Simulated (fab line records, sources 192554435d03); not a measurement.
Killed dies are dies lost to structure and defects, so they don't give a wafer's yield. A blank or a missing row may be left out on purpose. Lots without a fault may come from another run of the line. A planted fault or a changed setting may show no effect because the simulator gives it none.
Chamber matching | flow n5_finfet | N5_BEOL_M5_STRIP_36 on rie_diel-06: 4 sister chambers
The step strips in N2/H2. 4 wafers are shown with their chamber, then 9 later ones without.

WAFERS WITH THEIR CHAMBER
wafer  | chamber | showerhead_plenum_p_Torr (Torr)
L088.1 | 0       | 2.42
L087.1 | 3       | 2.34
L087.2 | 2       | 2.47
L087.3 | 1       | 2.70

WAFERS WITHOUT THEIR CHAMBER
wafer  | showerhead_plenum_p_Torr (Torr)
L089.1 | 2.70
L089.3 | 2.42
L089.4 | 2.34
L094.1 | 2.33
L094.2 | 2.69
L094.3 | 2.46
L095.3 | 2.41
L095.5 | 2.46
L095.6 | 2.33

WHICH CHAMBER EACH WENT THROUGH
wafer  | from the rows above | in truth
L089.1 | 1                   | 1
L089.3 | 0                   | 0
L089.4 | 3                   | 3
L094.1 | 3                   | 3
L094.2 | 1                   | 1
L094.3 | 2                   | 2
L095.3 | 0                   | 0
L095.5 | 2                   | 2
L095.6 | 3                   | 3
Placed correctly: 9 of 9. Can't be placed from these rows: 0. Placed wrongly: 0.
How it was worked out, from the rows above alone: a wafer's distance from a chamber is the root of the sum, over the readings, of the square of ((its reading less the chamber's mean) divided by the reading's scatter). The wafer belongs to the nearest chamber; if the next one is less than 2 further off, it can't be placed. A chamber's mean is the mean of its shown wafers. The scatter: with one shown wafer a chamber, the root of the mean of the squares of how far each hidden wafer lies from its nearest shown one.
